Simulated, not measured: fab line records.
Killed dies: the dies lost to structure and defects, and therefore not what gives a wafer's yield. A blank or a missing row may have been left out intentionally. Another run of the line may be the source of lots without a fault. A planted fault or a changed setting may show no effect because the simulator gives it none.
What tool caused it? || flow n5-finfet || 11 lots with 33 wafers sampled at 4 steps, on a route of 1938 steps

## WHAT EACH GAUGE READ, for each wafer
N5_BEOL_M8_CD_MEAS_35 targets a cd of 40 nm. Usual: 40.0 nm for cd-nm, sd 0.77.
{"lot": "L188", "measured": "day 9 17:10", "on": "cd-sem-01", "cd-nm (nm)": "38.7 39.3 40.8", "flag": ""}
{"lot": "L191", "measured": "day 10 08:36", "on": "cd-sem-01", "cd-nm (nm)": "38.3 39.2 38.8", "flag": ""}
{"lot": "L189", "measured": "day 10 11:46", "on": "cd-sem-01", "cd-nm (nm)": "38.9 39.6 39.2", "flag": ""}
{"lot": "L193", "measured": "day 10 18:45", "on": "cd-sem-01", "cd-nm (nm)": "40.6 41.5 40.4", "flag": ""}
{"lot": "L190", "measured": "day 10 19:15", "on": "cd-sem-02", "cd-nm (nm)": "40.1 39.5 40.2", "flag": ""}
{"lot": "L192", "measured": "day 10 19:19", "on": "cd-sem-02", "cd-nm (nm)": "40.5 38.7 40.3", "flag": ""}
{"lot": "L195", "measured": "day 12 06:01", "on": "cd-sem-03", "cd-nm (nm)": "40.4 40.3 40.4", "flag": ""}
{"lot": "L204", "measured": "day 13 16:39", "on": "cd-sem-01", "cd-nm (nm)": "40.2 39.3 39.1", "flag": ""}
{"lot": "L201", "measured": "day 14 06:59", "on": "cd-sem-01", "cd-nm (nm)": "40.3 40.2 40.5", "flag": ""}
{"lot": "L203", "measured": "day 14 13:31", "on": "cd-sem-03", "cd-nm (nm)": "39.1 40.5 39.9", "flag": ""}
{"lot": "L205", "measured": "day 14 16:26", "on": "cd-sem-03", "cd-nm (nm)": "39.9 40.7 40.4", "flag": ""}

N5_BEOL_M8_THK_MEAS_53: measures by xrf. Usual: M8_THK gives 80.9 nm (standard deviation 2.8).
{"lot": "L188", "measured": "day 9 19:22", "on": "film-metro-02", "M8_THK (nm)": "79.5 82.1 81.5", "flag": ""}
{"lot": "L191", "measured": "day 10 11:32", "on": "film-metro-01", "M8_THK (nm)": "79.3 81.9 81.9", "flag": ""}
{"lot": "L189", "measured": "day 10 15:23", "on": "film-metro-01", "M8_THK (nm)": "82.0 80.9 78.7", "flag": ""}
{"lot": "L193", "measured": "day 10 21:05", "on": "film-metro-01", "M8_THK (nm)": "84.7 81.4 79.6", "flag": ""}
{"lot": "L190", "measured": "day 10 21:47", "on": "film-metro-02", "M8_THK (nm)": "79.8 81.1 83.5", "flag": ""}
{"lot": "L192", "measured": "day 10 21:33", "on": "film-metro-02", "M8_THK (nm)": "78.1 77.5 79.9", "flag": ""}
{"lot": "L195", "measured": "day 12 08:04", "on": "film-metro-01", "M8_THK (nm)": "82.3 81.7 80.1", "flag": ""}
{"lot": "L204", "measured": "day 13 19:10", "on": "film-metro-01", "M8_THK (nm)": "76.4 80.5 77.9", "flag": ""}
{"lot": "L201", "measured": "day 14 09:45", "on": "film-metro-01", "M8_THK (nm)": "81.5 83.9 85.3", "flag": ""}
{"lot": "L203", "measured": "day 14 17:10", "on": "film-metro-02", "M8_THK (nm)": "83.2 84.8 79.1", "flag": ""}
{"lot": "L205", "measured": "day 14 19:02", "on": "film-metro-01", "M8_THK (nm)": "82.2 82.9 83.7", "flag": ""}

## WHAT TOOL EACH LOT RAN ON (gives the tool, then ch and the chambers of the sampled wafers, and finally the start)
{"lot": "L188", "N5_BEOL_M8_PRE_CLEAN_45": "pvd-sputter-03, day 9 17:45", "N5_BEOL_M8_CVD_78": "cvd-co-02 ch 0,1, day 9 18:18"}
{"lot": "L191", "N5_BEOL_M8_PRE_CLEAN_45": "pvd-sputter-02, day 10 09:05", "N5_BEOL_M8_CVD_78": "cvd-co-01 ch 0,1, day 10 09:42"}
{"lot": "L189", "N5_BEOL_M8_PRE_CLEAN_45": "pvd-sputter-03, day 10 13:47", "N5_BEOL_M8_CVD_78": "cvd-co-01 ch 0,1,2, day 10 14:23"}
{"lot": "L193", "N5_BEOL_M8_PRE_CLEAN_45": "pvd-sputter-03, day 10 19:19", "N5_BEOL_M8_CVD_78": "cvd-co-01 ch 0,2, day 10 19:49"}
{"lot": "L190", "N5_BEOL_M8_PRE_CLEAN_45": "pvd-sputter-02, day 10 19:58", "N5_BEOL_M8_CVD_78": "cvd-co-01 ch 0,1,2, day 10 20:25"}
{"lot": "L192", "N5_BEOL_M8_PRE_CLEAN_45": "pvd-sputter-03, day 10 19:49", "N5_BEOL_M8_CVD_78": "cvd-co-01 ch 0,1,2, day 10 20:20"}
{"lot": "L195", "N5_BEOL_M8_PRE_CLEAN_45": "pvd-sputter-01, day 12 06:27", "N5_BEOL_M8_CVD_78": "cvd-co-02 ch 0,1,2, day 12 07:05"}
{"lot": "L204", "N5_BEOL_M8_PRE_CLEAN_45": "pvd-sputter-01, day 13 17:26", "N5_BEOL_M8_CVD_78": "cvd-co-01 ch 0,1,2, day 13 18:03"}
{"lot": "L201", "N5_BEOL_M8_PRE_CLEAN_45": "pvd-sputter-01, day 14 07:46", "N5_BEOL_M8_CVD_78": "cvd-co-02 ch 0,1,2, day 14 08:26"}
{"lot": "L203", "N5_BEOL_M8_PRE_CLEAN_45": "pvd-sputter-01, day 14 14:18", "N5_BEOL_M8_CVD_78": "cvd-co-02 ch 0,1,2, day 14 15:26"}
{"lot": "L205", "N5_BEOL_M8_PRE_CLEAN_45": "pvd-sputter-01, day 14 17:04", "N5_BEOL_M8_CVD_78": "cvd-co-01 ch 1,2, day 14 17:40"}
- N5_BEOL_M8_PRE_CLEAN_45: time 30 s.
- N5_BEOL_M8_CVD_78: deposits Co from CCTBA/H2, target thk 2 nm, time 142.3 s.

## AS READ BY THE TOOLS THEMSELVES (means over the sampled wafers that have a number; for cases with no such wafer, the mark the record gives instead)
N5_BEOL_M8_PRE_CLEAN_45. Usual: 342 W for heater-power-w, sd 21.
{"lot": "L188", "tool": "pvd-sputter-03", "heater-power-w (W)": 340, "flag": ""}
{"lot": "L191", "tool": "pvd-sputter-02", "heater-power-w (W)": 347, "flag": ""}
{"lot": "L189", "tool": "pvd-sputter-03", "heater-power-w (W)": 334, "flag": ""}
{"lot": "L193", "tool": "pvd-sputter-03", "heater-power-w (W)": 339, "flag": ""}
{"lot": "L190", "tool": "pvd-sputter-02", "heater-power-w (W)": 330, "flag": ""}
{"lot": "L192", "tool": "pvd-sputter-03", "heater-power-w (W)": 351, "flag": ""}
{"lot": "L195", "tool": "pvd-sputter-01", "heater-power-w (W)": 336, "flag": ""}
{"lot": "L204", "tool": "pvd-sputter-01", "heater-power-w (W)": 342, "flag": ""}
{"lot": "L201", "tool": "pvd-sputter-01", "heater-power-w (W)": 342, "flag": ""}
{"lot": "L203", "tool": "pvd-sputter-01", "heater-power-w (W)": 334, "flag": ""}
{"lot": "L205", "tool": "pvd-sputter-01", "heater-power-w (W)": 332, "flag": ""}

N5_BEOL_M8_CVD_78. Usual: 165.2 s for run-length-s, sd 0.56.
{"lot": "L188", "tool": "cvd-co-02", "run-length-s (s)": 164.7, "flag": ""}
{"lot": "L191", "tool": "cvd-co-01", "run-length-s (s)": 165.3, "flag": ""}
{"lot": "L189", "tool": "cvd-co-01", "run-length-s (s)": 165.0, "flag": ""}
{"lot": "L193", "tool": "cvd-co-01", "run-length-s (s)": 164.9, "flag": ""}
{"lot": "L190", "tool": "cvd-co-01", "run-length-s (s)": 165.5, "flag": ""}
{"lot": "L192", "tool": "cvd-co-01", "run-length-s (s)": 165.0, "flag": ""}
{"lot": "L195", "tool": "cvd-co-02", "run-length-s (s)": 165.2, "flag": ""}
{"lot": "L204", "tool": "cvd-co-01", "run-length-s (s)": 165.0, "flag": ""}
{"lot": "L201", "tool": "cvd-co-02", "run-length-s (s)": 135.0, "flag": "OFF"}
{"lot": "L203", "tool": "cvd-co-02", "run-length-s (s)": 145.1, "flag": "OFF"}
{"lot": "L205", "tool": "cvd-co-01", "run-length-s (s)": 164.7, "flag": ""}

## THE ANSWER, worked out from the rows above alone
Rule: a lot counts as off when the mean over its wafers that have a number is more than 3 standard deviations away from the usual mean. A lot without any number at a reading at which 4 lots or more have one is off too. All remaining lots with rows at the step are treated as sound. First the gauges in route order, then the tools' own readings, where a lot's mean is used as printed above. The first step at which some lot is off is used, and at that step the reading that is off furthest; a lot without a number counts as furthest.
Off, at N5_BEOL_M8_CVD_78 on run-length-s: L201, L203.
A tool fits if, at that step or a process step before it, it ran every lot that is off, and no sound lot after the first of them. One fits: N5_BEOL_M8_CVD_78 on cvd-co-02. A fault onset in the window from L195 (day 12 07:05, its last sound lot) to L201 (day 14 08:26, its first lot off) fits.
The tool's own readings at N5_BEOL_M8_CVD_78 bear it out: on the lots that are off they differ by more than 5 times the standard deviation of the sound lots' means. run-length-s reads 140.1 s there against 165.0 s on the sound lots.

## WHAT HAD BEEN PUT IN BY THE SIMULATOR
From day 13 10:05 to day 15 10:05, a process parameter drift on cvd-co-02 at N5_BEOL_M8_CVD_78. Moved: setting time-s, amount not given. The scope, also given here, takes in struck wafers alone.
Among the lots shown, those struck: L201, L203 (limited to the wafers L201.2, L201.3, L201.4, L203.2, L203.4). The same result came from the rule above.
